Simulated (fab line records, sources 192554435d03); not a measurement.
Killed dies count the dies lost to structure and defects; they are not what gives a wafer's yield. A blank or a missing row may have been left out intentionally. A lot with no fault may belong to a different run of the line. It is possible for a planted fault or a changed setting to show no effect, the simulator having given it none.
Chamber matching -- flow n5 finfet -- N5_BEOL_M11_CURE_72 on uv cure-02: 3 sister chambers
The step cures SiCOH lowk, time 120 s. 3 wafers are shown with their chamber, then 12 later ones without.

## WAFERS WITH THEIR CHAMBER
wafer,chamber,wafer_temp_C_max
L077.6,0,371.4
L085.6,2,371.0
L091.6,1,373.5

## WAFERS WITH NO CHAMBER GIVEN
wafer,wafer_temp_C_max
L093.1,371.0
L093.2,371.0
L093.5,370.7
L093.3,370.9
L093.4,370.6
L093.6,370.7
L095.2,371.6
L095.3,371.4
L095.4,371.5
L096.2,372.5
L096.4,372.4
L096.6,372.0

## THE CHAMBER EACH PASSED THROUGH
wafer,from the rows above,in truth
L093.1,can't be placed: 2 or 0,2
L093.2,can't be placed: 2 or 0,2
L093.5,can't be placed: 2 or 0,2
L093.3,can't be placed: 2 or 0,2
L093.4,can't be placed: 2 or 0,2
L093.6,can't be placed: 2 or 0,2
L095.2,can't be placed: 0 or 2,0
L095.3,can't be placed: 0 or 2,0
L095.4,can't be placed: 0 or 2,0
L096.2,can't be placed: 1 or 0 or 2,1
L096.4,can't be placed: 0 or 1 or 2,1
L096.6,can't be placed: 0 or 2 or 1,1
Correct placement for 0 of the 12. Cannot be placed on the basis of these rows: 12; the candidates contain the true chamber in 12. Wrongly placed: 0.
How it was worked out, from the rows above alone: a wafer's distance from a chamber is the root of the sum, over the readings, of the square of ((its reading less the chamber's mean) divided by the reading's scatter). If the next closest chamber is less than 2 further off than the closest, the wafer can't be placed; otherwise it belongs to the closest. Each chamber's mean is taken over the wafers shown for it. The scatter (one wafer shown for each chamber): square how far every hidden wafer sits from the nearest shown wafer, average those squares and take the square root.
